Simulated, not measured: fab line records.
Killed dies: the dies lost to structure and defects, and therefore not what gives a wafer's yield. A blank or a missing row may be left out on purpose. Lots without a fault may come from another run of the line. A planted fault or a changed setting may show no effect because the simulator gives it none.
fab line records    flow nand_harc
[record] lots = 24  wafers = 72  last_day = 33
route steps=1302 shown A_CONTACT@1025
lots that met no fault: taken from a fault-free run of the same line
start_h: hours from the record's opening day to when the first of the lot's shown wafers began    wait_h: hours from the lot's prior step to this one    " identical to the entry in the row above    L1.1+2: a row that stands for several wafers    - no value present, or no start provided    * or withheld: withheld    < > ~ a bound
route shown NAME@n: names a module that has steps shown in the file, with the first one's number in the route    usual: average and standard deviation across the fault-free wafers    same: alike in all rows    chamber/n: place in a boat    sites: the reading at each site    _std_site: the values' standard deviation    _edge_site: outer sites' mean less inner sites'    radius_mm: for every site, how far away it sits from the centre of the wafer    mask NAME#n: copy n    behind: tool/chamber where the wafer was last shaped    hold: cause of the lot's hold/its duration in hours/its outcome    device: whichever transistor did not switch (one of n, p or np)    end of line: at the end of the route, the tests of the same wafers    a step with no rows: only its recipe    killed: the dies lost at the first sort to structure and to defects; this is not the yield of the wafer    map: the dies of a wafer, with x for killed, . for not killed, _ for no die there
set.NAME: the run value of the setting; set.NAME@STEP: its run value at that earlier step    model.NAME: the simulator's own value behind a step, which no gauge read
the route's steps for a sample of lots (tables are steps, rows are wafers)
services: a tool's chamber out of use, with start hour (start_h, from the record's first day; less than 0 if before it), hours out, and reason
[[steps]]
[step NHARC_A_CONTACT_STRIP_55]
[recipe] o2_flow_sccm = 500  ar_flow_sccm = 0  bias_w = 0  chemistry = O2
[usual] drypump_motor_current_A = 5.8/0.44  oes_product_au = 1.002/0.011  rf_vpp_V = 57.6/0.83  showerhead_plenum_p_Torr = 3.44/0.11  throttle_valve_pct = 17.036/0.0083
lot.wafer  tool         chamber  start_h  wait_h  drypump_motor_current_A  oes_product_au  rf_hours_counter_h  rf_vpp_V  showerhead_plenum_p_Torr  throttle_valve_pct
L075.2     rie_diel-12  2        -        -       6.4                      1.017           6                   57.0      3.33                      17.034
L075.3     "            3        "        "       5.7                      0.994           7                   58.2      3.59                      17.057
L075.5     "            2        "        "       6.4                      1.013           -                   57.0      3.33                      17.054
L076.2     rie_diel-12  0        -        -       5.2                      1.004           8                   56.9      3.33                      17.045
L076.4     "            1        "        "       5.8                      1.010           8                   57.0      3.40                      17.037
L076.6     "            0        "        "       5.2                      1.010           -                   56.8      3.33                      17.031
L074.1     rie_diel-03  1        -        -       5.1                      1.002           14                  56.8      3.48                      17.030
L074.6     "            3        "        "       6.0                      1.011           -                   56.5      3.52                      17.037
L074.5     "            0        "        "       6.4                      1.016           -                   56.8      3.30                      17.042
L077.1     rie_diel-12  3        -        -       5.7                      0.995           9                   58.0      3.59                      17.025
L077.3     "            1        "        "       5.8                      1.004           8                   55.8      3.40                      17.057
L077.4     "            2        "        "       6.4                      1.016           9                   57.4      3.33                      17.031
L078.1     rie_diel-12  0        -        -       5.2                      1.005           12                  57.7      3.33                      17.038
L078.2     "            2        "        "       6.4                      1.011           12                  58.3      3.33                      17.032
L078.5     "            0        "        "       5.2                      1.007           -                   57.4      3.33                      17.037
L082.1     rie_diel-03  3        -        -       6.0                      1.001           30                  59.4      3.51                      17.049
L082.2     "            0        "        "       6.4                      1.022           38                  57.2      3.29                      17.023
L082.5     "            3        "        "       6.0                      1.004           -                   56.8      3.51                      17.034
L079.1     rie_diel-12  3        -        -       5.7                      0.991           16                  58.2      3.58                      17.038
L079.2     "            0        "        "       5.2                      1.017           15                  57.4      3.33                      17.032
L079.5     "            2        "        "       6.3                      1.003           -                   58.2      3.33                      17.036
L080.3     rie_diel-12  1        -        -       5.8                      0.998           16                  57.2      3.39                      17.043
L080.2     "            3        "        "       5.7                      0.993           17                  58.4      3.58                      17.041
L080.5     "            2        "        "       6.3                      1.011           -                   57.4      3.33                      17.039
L081.2     rie_diel-12  0        -        -       5.2                      1.008           18                  57.5      3.33                      17.047
L081.4     "            3        "        "       5.7                      0.990           -                   57.7      3.58                      17.033
L081.6     "            2        "        "       6.3                      1.001           -                   57.8      3.33                      17.040
L083.4     rie_diel-03  2        -        -       6.2                      1.019           42                  58.0      3.44                      17.045
L083.2     "            3        "        "       6.0                      1.025           39                  58.1      3.51                      17.034
L083.6     "            3        "        "       6.0                      1.011           -                   57.1      3.51                      17.024
L084.4     rie_diel-13  2        -        -       5.8                      1.011           22                  57.0      3.45                      17.043
L084.3     "            1        "        "       5.4                      0.985           21                  57.6      3.71                      17.039
L084.5     "            3        "        "       6.3                      0.986           -                   56.5      3.55                      17.041
L085.4     rie_diel-12  2        -        -       6.3                      1.010           27                  57.5      3.32                      17.038
L085.2     "            3        "        "       5.7                      0.986           27                  59.4      3.58                      17.037
L085.6     "            1        "        "       5.8                      1.002           -                   57.4      3.39                      17.040
L086.3     rie_diel-12  3        -        -       5.6                      0.980           32                  57.2      3.57                      17.041
L086.5     "            3        "        "       5.6                      0.977           -                   57.9      3.57                      17.034
L086.6     "            0        "        "       5.2                      1.009           -                   56.2      3.32                      17.037
L088.1     rie_diel-12  0        -        -       5.2                      1.008           1                   57.7      3.32                      17.016
L088.5     "            0        "        "       5.2                      1.014           -                   57.3      3.32                      17.026
L088.6     "            1        "        "       5.8                      1.012           -                   57.1      3.39                      17.024
L089.4     rie_diel-12  2        -        -       6.3                      1.004           1                   57.3      3.32                      17.041
L089.3     "            3        "        "       5.7                      1.003           1                   57.6      3.57                      17.042
L089.5     "            0        "        "       5.2                      1.010           -                   58.2      3.32                      17.036
L087.3     rie_diel-13  1        -        -       5.3                      0.981           40                  57.5      3.69                      17.043
L087.4     "            2        "        "       5.8                      0.997           38                  58.7      3.44                      17.044
L087.2     "            0        "        "       5.4                      0.989           40                  58.2      3.56                      17.041
L090.3     rie_diel-13  0        -        -       5.4                      0.985           40                  59.0      3.56                      17.025
L090.2     "            2        "        "       5.7                      1.002           38                  58.0      3.44                      17.039
L090.4     "            3        "        "       6.3                      0.996           38                  58.9      3.55                      17.038
L092.3     rie_diel-03  1        -        -       5.1                      1.003           15                  57.5      3.44                      17.036
L092.1     "            3        "        "       6.0                      0.985           17                  57.4      3.49                      17.030
L092.6     "            1        "        "       5.1                      1.002           -                   56.9      3.44                      17.042
L091.2     rie_diel-13  2        -        -       5.8                      0.999           48                  57.6      3.43                      17.046
L091.4     "            1        "        "       5.4                      0.982           49                  58.3      3.69                      17.030
L091.6     "            3        "        "       6.4                      0.991           -                   58.2      3.54                      17.043
L093.4     rie_diel-12  0        -        -       5.2                      1.005           9                   55.8      3.32                      17.035
L093.1     "            1        "        "       5.8                      0.999           9                   59.1      3.38                      17.028
L093.2     "            2        "        "       6.4                      0.993           7                   57.5      3.32                      17.039
L094.2     rie_diel-03  2        -        -       6.2                      1.006           23                  57.8      3.42                      17.032
L094.1     "            3        "        "       6.0                      0.995           26                  58.5      3.49                      17.047
L094.6     "            2        "        "       6.2                      1.004           -                   57.4      3.42                      17.033
L095.3     rie_diel-03  2        -        -       6.2                      1.010           24                  57.0      3.42                      17.038
L095.4     "            3        "        "       6.0                      0.981           -                   57.5      3.49                      17.047
L095.6     "            2        "        "       6.2                      0.988           -                   56.6      3.42                      17.043
L096.3     rie_diel-03  2        -        -       6.2                      1.017           30                  57.0      3.42                      17.053
L096.4     "            3        "        "       6.0                      1.006           33                  57.3      3.48                      17.035
L096.5     "            0        "        "       6.4                      1.004           -                   58.8      3.80                      17.052
L097.4     rie_diel-12  0        -        -       5.2                      1.000           20                  57.6      3.31                      17.036
L097.3     "            1        "        "       5.8                      1.001           19                  57.0      3.38                      17.039
L097.5     "            0        "        "       5.2                      0.998           -                   56.8      3.31                      17.035
[step NHARC_A_CONTACT_DEP_58]
[recipe] target_thk_a = 900  target_thk_nm = 90  temp_c = 400  pressure_torr = 3.5  flow_sccm = 200  rf_w = 350  material = SiON
[usual] heater_power_w = 808/86  showerhead_vpp_V = 1121/73
lot.wafer  tool      chamber  start_h  wait_h  heater_power_w  showerhead_vpp_V
L075.3     pecvd-03  2        510.94   1.6     722             1130
L075.2     "         0        "        "       660             1222
L075.5     "         2        "        "       735             1132
L076.2     pecvd-04  0        522.03   2.2     688             1072
L076.6     "         0        "        "       702             1081
L076.4     "         1        "        "       882             1037
L074.1     pecvd-03  1        523.01   2.7     846             1148
L074.6     "         1        "        "       834             1142
L074.5     "         0        "        "       720             1236
L077.3     pecvd-01  1        525.18   1.6     894             1178
L077.1     "         2        "        "       791             1262
L077.4     "         1        "        "       891             1176
L078.1     pecvd-03  0        538.28   2.7     676             1234
L078.2     "         1        "        "       863             1142
L078.5     "         2        "        "       749             1149
L079.2     pecvd-04  2        565.71   2.1     845             1058
L079.1     "         0        "        "       807             1068
L079.5     "         0        "        "       674             1076
L082.1     pecvd-04  1        567.91   2.7     897             1043
L082.2     "         2        "        "       921             1060
L082.5     "         2        "        "       923             1066
L080.2     pecvd-04  1        570.89   2.2     930             1059
L080.3     "         2        "        "       908             1052
L080.5     "         0        "        "       746             1074
L081.2     pecvd-01  2        576.56   2.2     857             1259
L081.4     "         1        "        "       878             1159
L081.6     "         2        "        "       891             1291
L083.2     pecvd-03  1        592.00   2.3     739             1138
L083.4     "         2        "        "       765             1137
L083.6     "         1        "        "       746             1127
L084.3     pecvd-01  1        599.32   1.7     884             1165
L084.4     "         0        "        "       717             1222
L084.5     "         1        "        "       857             1149
L085.2     pecvd-04  1        602.93   2.2     884             1055
L085.4     "         2        "        "       883             1064
L085.6     "         1        "        "       862             1066
L086.3     pecvd-01  0        622.61   1.7     704             1193
L086.5     "         0        "        "       716             1202
L086.6     "         2        "        "       924             1258
L088.1     pecvd-03  2        644.21   2.8     805             1139
L088.5     "         1        "        "       733             1118
L088.6     "         2        "        "       795             1135
L089.3     pecvd-04  0        644.80   1.7     713             1085
L089.4     "         1        "        "       897             1072
L089.5     "         0        "        "       724             1089
L087.2     pecvd-04  0        650.63   2.1     645             1081
L087.3     "         0        "        "       655             1087
L087.4     "         1        "        "       870             1046
L090.2     pecvd-01  1        651.82   2.1     859             1143
L090.3     "         2        "        "       830             1272
L090.4     "         1        "        "       840             1146
L092.3     pecvd-04  2        682.37   1.6     954             1059
L092.1     "         0        "        "       753             1075
L092.6     "         1        "        "       892             1033
L091.2     pecvd-03  1        682.98   2.2     818             1148
L091.6     "         1        "        "       818             1128
L091.4     "         2        "        "       730             1117
L093.2     pecvd-04  1        690.03   2.2     851             1045
L093.1     "         2        "        "       964             1051
L093.4     "         1        "        "       849             1042
L094.1     pecvd-04  0        703.61   2.7     697             1073
L094.2     "         1        "        "       809             1057
L094.6     "         0        "        "       696             1084
L095.4     pecvd-04  2        707.56   1.2     951             1050
L095.3     "         1        "        "       859             1031
L095.6     "         1        "        "       901             1054
L096.3     pecvd-04  0        729.42   1.7     769             1096
L096.5     "         1        "        "       905             1061
L096.4     "         2        "        "       824             1080
L097.3     pecvd-04  1        736.25   1.6     815             1066
L097.4     "         1        "        "       828             1049
L097.5     "         0        "        "       781             1057
[step NHARC_A_CONTACT_INSPECT_71]
[usual] raw_defect_count = 77/33
lot.wafer  tool               chamber  start_h  wait_h  raw_defect_count
L075.2     defect_inspect-01  -        511.78   0.0     99
L075.3     "                  -        "        "       114
L075.5     "                  -        "        "       108
L076.2     defect_inspect-02  -        522.85   0.0     55
L076.4     "                  -        "        "       53
L076.6     "                  -        "        "       54
L074.1     defect_inspect-01  -        523.85   0.0     14
L074.5     "                  -        "        "       17
L074.6     "                  -        "        "       16
L077.1     defect_inspect-02  -        526.02   0.0     110
L077.3     "                  -        "        "       88
L077.4     "                  -        "        "       105
L078.1     defect_inspect-01  -        539.13   0.0     56
L078.2     "                  -        "        "       70
L078.5     "                  -        "        "       72
L079.1     defect_inspect-02  -        566.44   0.0     65
L079.2     "                  -        "        "       77
L079.5     "                  -        "        "       88
L082.1     defect_inspect-01  -        568.61   0.0     131
L082.2     "                  -        "        "       121
L082.5     "                  -        "        "       115
L080.2     defect_inspect-01  -        571.71   0.0     51
L080.3     "                  -        "        "       68
L080.5     "                  -        "        "       71
L081.2     defect_inspect-01  -        577.39   0.0     82
L081.4     "                  -        "        "       71
L081.6     "                  -        "        "       71
L083.2     defect_inspect-01  -        592.66   0.0     21
L083.4     "                  -        "        "       6
L083.6     "                  -        "        "       12
L084.3     defect_inspect-02  -        600.11   0.0     44
L084.4     "                  -        "        "       36
L084.5     "                  -        "        "       39
L085.2     defect_inspect-01  -        603.60   0.0     85
L085.4     "                  -        "        "       93
L085.6     "                  -        "        "       74
L086.3     defect_inspect-02  -        623.33   0.0     89
L086.5     "                  -        "        "       83
L086.6     "                  -        "        "       86
L088.1     defect_inspect-02  -        644.99   0.0     71
L088.5     "                  -        "        "       84
L088.6     "                  -        "        "       84
L089.3     defect_inspect-01  -        645.64   0.0     108
L089.4     "                  -        "        "       99
L089.5     "                  -        "        "       116
L087.2     defect_inspect-01  -        651.56   0.0     115
L087.3     "                  -        "        "       145
L087.4     "                  -        "        "       142
L090.2     defect_inspect-01  -        652.66   0.0     102
L090.3     "                  -        "        "       103
L090.4     "                  -        "        "       112
L092.1     defect_inspect-01  -        683.22   0.0     70
L092.3     "                  -        "        "       70
L092.6     "                  -        "        "       75
L091.2     defect_inspect-01  -        683.83   0.0     130
L091.4     "                  -        "        "       102
L091.6     "                  -        "        "       108
L093.1     defect_inspect-01  -        690.88   0.0     124
L093.2     "                  -        "        "       88
L093.4     "                  -        "        "       89
L094.1     defect_inspect-01  -        704.43   0.0     25
L094.2     "                  -        "        "       33
L094.6     "                  -        "        "       25
L095.3     defect_inspect-02  -        708.40   0.0     64
L095.4     "                  -        "        "       64
L095.6     "                  -        "        "       66
L096.3     defect_inspect-02  -        730.08   0.0     104
L096.4     "                  -        "        "       79
L096.5     "                  -        "        "       105
L097.3     defect_inspect-02  -        736.97   0.0     53
L097.4     "                  -        "        "       28
L097.5     "                  -        "        "       40
[step NHARC_A_CONTACT_ETCH_124]
[recipe] source_w = withheld  pressure_mtorr = 20  bias_v = withheld  time_s = 140  target_depth_a = 7000  ar_flow_sccm = withheld  c4f8_flow_sccm = withheld  o2_flow_sccm = withheld  chemistry = C4F8/O2/Ar
lot.wafer  tool             chamber  start_h  wait_h  rf_hours_counter_h
L075.2     har_cap_etch-02  1        513.47   -       85
L075.3     "                0        "        "       -
L075.5     "                1        "        "       -
L076.2     har_cap_etch-03  0        524.57   -       43
L076.4     "                0        "        "       -
L076.6     "                1        "        "       -
L074.1     har_cap_etch-01  0        525.49   -       2
L074.5     "                1        "        "       -
L074.6     "                0        "        "       -
L077.1     har_cap_etch-03  1        527.72   -       45
L077.4     "                1        "        "       -
L077.3     "                0        "        "       -
L078.2     har_cap_etch-01  1        540.74   -       5
L078.1     "                0        "        "       5
L078.5     "                1        "        "       -
L079.2     har_cap_etch-01  0        568.03   -       9
L079.1     "                1        "        "       9
L079.5     "                1        "        "       -
L082.2     har_cap_etch-03  0        570.51   -       51
L082.1     "                1        "        "       51
L082.5     "                0        "        "       -
L080.2     har_cap_etch-01  0        573.65   -       11
L080.3     "                1        "        "       -
L080.5     "                0        "        "       -
L081.2     har_cap_etch-01  1        580.11   -       12
L081.4     "                1        "        "       -
L081.6     "                1        "        "       -
L083.2     har_cap_etch-03  1        594.30   -       57
L083.4     "                1        "        "       -
L083.6     "                0        "        "       -
L084.3     har_cap_etch-02  1        601.79   -       -
L084.4     "                0        "        "       -
L084.5     "                0        "        "       -
L085.2     har_cap_etch-01  0        605.25   -       18
L085.4     "                0        "        "       -
L085.6     "                1        "        "       -
L086.3     har_cap_etch-02  1        625.01   -       -
L086.6     "                1        "        "       -
L086.5     "                0        "        "       -
L088.1     har_cap_etch-02  1        646.64   -       109
L088.6     "                0        "        "       -
L088.5     "                1        "        "       -
L089.4     har_cap_etch-01  1        647.33   -       -
L089.3     "                0        "        "       -
L089.5     "                0        "        "       -
L087.2     har_cap_etch-03  0        653.19   -       67
L087.4     "                1        "        "       -
L087.3     "                0        "        "       -
L090.2     har_cap_etch-01  1        655.03   -       26
L090.4     "                1        "        "       -
L090.3     "                0        "        "       -
L092.1     har_cap_etch-03  1        684.84   -       72
L092.3     "                1        "        "       -
L092.6     "                0        "        "       -
L091.2     har_cap_etch-01  1        685.78   -       32
L091.4     "                1        "        "       -
L091.6     "                0        "        "       -
L093.2     har_cap_etch-02  1        692.48   -       116
L093.1     "                0        "        "       116
L093.4     "                0        "        "       -
L094.2     har_cap_etch-01  1        706.48   -       36
L094.1     "                0        "        "       36
L094.6     "                0        "        "       -
L095.3     har_cap_etch-02  1        710.08   -       -
L095.4     "                0        "        "       -
L095.6     "                1        "        "       -
L096.3     har_cap_etch-01  1        731.76   -       -
L096.4     "                0        "        "       -
L096.5     "                0        "        "       -
L097.4     har_cap_etch-01  1        738.65   -       -
L097.3     "                0        "        "       -
L097.5     "                1        "        "       -
[step NHARC_A_CONTACT_OVL_MEAS_09]
[usual] overlay_x_nm = -0.1/0.78  overlay_y_nm = 0.0/0.72
lot.wafer  tool        chamber  start_h  wait_h  overlay_x_nm  overlay_y_nm
L075.2     overlay-02  -        522.65   -       -0.8          -1.3
L075.3     "           -        "        "       -0.8          -0.7
L075.5     "           -        "        "       -0.8          -0.6
L076.2     overlay-02  -        531.54   -       -0.6          0.3
L076.4     "           -        "        "       -0.5          -0.3
L076.6     "           -        "        "       -0.8          0.1
L074.1     overlay-02  -        533.40   -       -0.2          -0.9
L074.5     "           -        "        "       -1.6          -1.1
L074.6     "           -        "        "       -1.1          -0.6
L077.1     overlay-02  -        533.76   -       0.8           0.1
L077.3     "           -        "        "       1.4           0.1
L077.4     "           -        "        "       1.0           0.5
L078.1     overlay-01  -        547.85   -       0.2           0.4
L078.2     "           -        "        "       0.3           0.4
L078.5     "           -        "        "       0.2           -0.1
L079.1     overlay-02  -        574.11   -       0.0           -0.1
L079.2     "           -        "        "       -0.1          -0.5
L079.5     "           -        "        "       0.6           0.4
L082.1     overlay-01  -        577.24   -       0.4           0.5
L082.2     "           -        "        "       0.0           1.4
L082.5     "           -        "        "       0.5           0.5
L080.2     overlay-02  -        580.35   -       0.9           -0.6
L080.3     "           -        "        "       1.1           -0.5
L080.5     "           -        "        "       0.1           -1.2
L081.2     overlay-01  -        586.52   -       -0.1          -0.4
L081.4     "           -        "        "       -0.3          0.1
L081.6     "           -        "        "       -0.2          0.1
L083.2     overlay-02  -        601.80   -       -1.6          -0.5
L083.4     "           -        "        "       -1.6          -0.2
L083.6     "           -        "        "       -1.8          -0.4
L084.3     overlay-01  -        607.71   -       -0.3          -0.3
L084.4     "           -        "        "       -0.3          -0.4
L084.5     "           -        "        "       0.1           0.2
L085.2     overlay-01  -        613.74   -       1.7           -0.3
L085.4     "           -        "        "       1.8           0.0
L085.6     "           -        "        "       0.3           -0.4
L086.3     overlay-02  -        632.85   -       -0.1          -0.3
L086.5     "           -        "        "       0.5           -0.2
L086.6     "           -        "        "       0.4           0.1
L088.1     overlay-02  -        654.38   -       -0.8          0.2
L088.5     "           -        "        "       -1.2          0.5
L088.6     "           -        "        "       -1.0          0.4
L089.3     overlay-02  -        655.27   -       -0.4          -1.0
L089.4     "           -        "        "       -0.7          -0.7
L089.5     "           -        "        "       -0.1          -0.5
L087.2     overlay-02  -        659.33   -       0.2           1.1
L087.3     "           -        "        "       0.7           1.6
L087.4     "           -        "        "       0.7           1.5
L090.2     overlay-01  -        661.18   -       -0.7          -0.2
L090.3     "           -        "        "       -1.2          -0.8
L090.4     "           -        "        "       -0.4          -0.9
L092.1     overlay-02  -        692.44   -       -1.3          -0.9
L092.3     "           -        "        "       -0.7          -1.2
L092.6     "           -        "        "       -0.7          -1.2
L091.2     overlay-02  -        692.87   -       0.8           -0.1
L091.4     "           -        "        "       0.6           -0.8
L091.6     "           -        "        "       0.8           -0.3
L093.1     overlay-01  -        698.59   -       -0.3          1.0
L093.2     "           -        "        "       -0.6          1.6
L093.4     "           -        "        "       -0.3          1.3
L094.1     overlay-01  -        712.72   -       0.4           -0.4
L094.2     "           -        "        "       0.3           -0.4
L094.6     "           -        "        "       0.7           -0.6
L095.3     overlay-02  -        717.10   -       0.6           0.2
L095.4     "           -        "        "       0.2           0.3
L095.6     "           -        "        "       0.6           0.4
L096.3     overlay-02  -        738.02   -       -0.4          0.7
L096.4     "           -        "        "       -0.9          1.2
L096.5     "           -        "        "       -0.9          1.2
L097.3     overlay-02  -        749.26   -       -0.8          -0.4
L097.4     "           -        "        "       -0.5          -0.2
L097.5     "           -        "        "       -0.1          0.3
[step NHARC_A_CONTACT_ETCH_92]
[recipe] target_depth_a = 400  over_etch_frac = 0.5  time_s = 85.7  ion_energy_ev = 120  ch3f_flow_sccm = 50  o2_flow_sccm = 30  ar_flow_sccm = 200  rf_w = 500  bias_w = 100  chemistry = CH3F/O2
[usual] drypump_motor_current_A = 5.8/0.44  oes_product_au = 0.945/0.03  rf_vpp_V = 243.4/1.6  showerhead_plenum_p_Torr = 2.39/0.089  throttle_valve_pct = 20.662/0.0092
lot.wafer  tool         chamber  start_h  wait_h  drypump_motor_current_A  oes_product_au  rf_hours_counter_h  rf_vpp_V  showerhead_plenum_p_Torr  throttle_valve_pct
L075.3     rie_diel-12  2        525.73   0.4     6.3                      0.944           11                  241.7     2.32                      20.675
L075.2     "            1        "        "       5.8                      0.929           10                  243.0     2.36                      20.676
L075.5     "            2        "        "       6.4                      0.937           -                   243.0     2.32                      20.654
L076.4     rie_diel-12  2        534.62   0.4     6.3                      0.927           12                  243.0     2.32                      20.655
L076.2     "            0        "        "       5.2                      0.932           12                  242.4     2.32                      20.654
L076.6     "            2        "        "       6.3                      0.923           -                   242.4     2.31                      20.650
L074.1     rie_diel-03  1        536.47   0.5     5.1                      0.933           27                  242.0     2.42                      20.657
L074.5     "            1        "        "       5.1                      0.930           -                   244.9     2.42                      20.678
L074.6     "            2        "        "       6.3                      0.937           -                   243.0     2.40                      20.662
L077.1     rie_diel-12  1        536.84   0.5     5.8                      0.932           12                  243.1     2.36                      20.658
L077.4     "            2        "        "       6.3                      0.935           13                  242.9     2.32                      20.672
L077.3     "            0        "        "       5.2                      0.933           12                  242.1     2.32                      20.643
L078.2     rie_diel-12  0        550.91   0.5     5.2                      0.931           14                  242.4     2.32                      20.668
L078.1     "            1        "        "       5.8                      0.942           14                  244.5     2.36                      20.667
L078.5     "            1        "        "       5.8                      0.937           -                   242.4     2.36                      20.673
L079.2     rie_diel-12  3        577.47   0.5     5.7                      0.909           21                  245.6     2.49                      20.657
L079.1     "            2        "        "       6.3                      0.934           21                  240.7     2.31                      20.658
L079.5     "            2        "        "       6.3                      0.933           -                   241.7     2.31                      20.662
L082.2     rie_diel-13  1        581.00   0.5     5.3                      0.905           18                  246.6     2.59                      20.661
L082.1     "            2        "        "       5.7                      0.931           19                  243.2     2.40                      20.675
L082.5     "            0        "        "       5.4                      0.919           -                   245.6     2.49                      20.667
L080.3     rie_diel-13  0        583.42   0.4     5.4                      0.986           20                  245.2     2.49                      20.644
L080.2     "            2        "        "       5.7                      0.995           19                  242.1     2.40                      20.669
L080.5     "            1        "        "       5.4                      0.991           -                   248.0     2.59                      20.668
L081.2     rie_diel-13  2        589.62   0.5     5.7                      0.996           21                  243.3     2.40                      20.661
L081.4     "            3        "        "       6.4                      0.997           21                  245.6     2.48                      20.689
L081.6     "            0        "        "       5.4                      0.983           -                   243.5     2.49                      20.665
L083.4     rie_diel-12  2        604.87   0.4     6.4                      0.912           29                  243.5     2.31                      20.668
L083.2     "            1        "        "       5.8                      0.930           23                  242.8     2.36                      20.648
L083.6     "            2        "        "       6.4                      0.925           -                   242.3     2.31                      20.663
L084.4     rie_diel-12  3        610.79   0.4     5.7                      0.944           31                  244.6     2.49                      20.679
L084.3     "            0        "        "       5.2                      0.975           29                  241.5     2.31                      20.664
L084.5     "            3        "        "       5.7                      0.943           -                   245.1     2.49                      20.647
L085.4     rie_diel-12  3        616.84   0.4     5.7                      0.988           32                  244.4     2.49                      20.655
L085.2     "            0        "        "       5.2                      1.018           30                  242.8     2.31                      20.660
L085.6     "            2        "        "       6.4                      1.022           -                   241.5     2.31                      20.650
L086.3     rie_diel-12  3        635.93   0.4     5.7                      0.959           1                   244.7     2.49                      20.671
L086.6     "            2        "        "       6.4                      0.970           -                   243.0     2.31                      20.656
L086.5     "            3        "        "       5.7                      0.964           -                   244.4     2.49                      20.654
L088.1     rie_diel-03  1        658.07   0.5     5.1                      0.932           4                   243.6     2.40                      20.665
L088.5     "            1        "        "       5.1                      0.934           -                   244.0     2.40                      20.666
L088.6     "            2        "        "       6.2                      0.933           -                   242.6     2.39                      20.664
L089.3     rie_diel-12  2        658.51   0.4     6.3                      0.921           4                   243.0     2.31                      20.661
L089.4     "            3        "        "       5.7                      0.926           5                   246.3     2.49                      20.669
L089.5     "            3        "        "       5.7                      0.907           -                   243.9     2.49                      20.660
L087.2     rie_diel-12  2        662.41   0.5     6.3                      0.925           5                   242.6     2.31                      20.661
L087.3     "            3        "        "       5.7                      0.922           6                   245.4     2.49                      20.665
L087.4     "            0        "        "       5.2                      0.932           7                   242.7     2.31                      20.667
L090.2     rie_diel-12  1        664.24   0.5     5.8                      1.011           7                   243.0     2.35                      20.672
L090.4     "            3        "        "       5.7                      0.992           6                   244.5     2.49                      20.676
L090.3     "            0        "        "       5.2                      1.018           7                   242.1     2.31                      20.673
L092.1     rie_diel-12  3        695.76   0.5     5.7                      0.923           11                  246.2     2.49                      20.653
L092.3     "            0        "        "       5.2                      0.936           12                  241.6     2.31                      20.663
L092.6     "            1        "        "       5.8                      0.934           -                   242.2     2.35                      20.659
L091.4     rie_diel-12  2        696.87   0.4     6.4                      0.933           10                  242.4     2.30                      20.661
L091.2     "            0        "        "       5.2                      0.932           12                  242.2     2.31                      20.649
L091.6     "            2        "        "       6.4                      0.922           -                   241.7     2.30                      20.664
L093.4     rie_diel-12  1        701.66   0.4     5.8                      0.938           14                  243.1     2.35                      20.667
L093.2     "            2        "        "       6.3                      0.933           12                  244.2     2.30                      20.649
L093.1     "            0        "        "       5.2                      0.938           14                  243.5     2.30                      20.671
L094.2     rie_diel-03  2        715.95   0.5     6.2                      0.926           28                  243.4     2.38                      20.638
L094.1     "            3        "        "       6.0                      0.920           32                  243.1     2.43                      20.652
L094.6     "            1        "        "       5.1                      0.945           -                   242.8     2.39                      20.654
L095.3     rie_diel-12  0        721.15   0.5     5.2                      0.928           17                  242.0     2.30                      20.662
L095.4     "            3        "        "       5.7                      0.919           17                  245.1     2.48                      20.663
L095.6     "            0        "        "       5.2                      0.943           -                   242.5     2.30                      20.670
L096.3     rie_diel-12  1        741.26   0.4     5.8                      0.934           21                  242.0     2.35                      20.660
L096.4     "            2        "        "       6.3                      0.933           19                  241.6     2.30                      20.655
L096.5     "            0        "        "       5.2                      0.933           -                   242.1     2.30                      20.672
L097.3     rie_diel-12  1        752.98   0.5     5.8                      0.998           23                  243.3     2.35                      20.664
L097.4     "            2        "        "       6.4                      0.997           20                  241.4     2.30                      20.687
L097.5     "            1        "        "       5.8                      0.997           -                   241.7     2.35                      20.661
[[services]]
tool             chamber  start_h  hours  kind
rie_diel-03      -        482.56   0.4    repair
rie_diel-03      0        489.40   3.5    repair
pecvd-01         -        492.40   13.0   pm
har_cap_etch-01  -        497.00   17.0   pm
rie_diel-13      -        519.01   9.0    pm
rie_diel-03      3        543.77   2.2    repair
pecvd-03         -        547.24   13.0   pm
rie_diel-03      3        547.88   7.5    repair
rie_diel-03      2        570.41   4.8    repair
pecvd-03         -        583.16   0.8    repair
pecvd-01         1        606.37   5.6    repair
pecvd-03         0        615.00   9.3    repair
rie_diel-12      -        622.40   9.0    pm
pecvd-04         -        631.29   13.0   pm
rie_diel-03      -        635.53   9.0    pm
rie_diel-03      0        663.50   44.1   repair
pecvd-01         -        673.40   13.0   pm
rie_diel-13      -        696.01   9.0    pm
pecvd-04         0        705.72   6.2    repair
pecvd-04         -        714.32   2.2    repair
rie_diel-12      2        715.95   3.5    repair
rie_diel-13      0        725.05   1.8    repair
pecvd-03         -        728.24   13.0   pm
rie_diel-13      2        733.03   2.9    repair
[[key]]
fault none
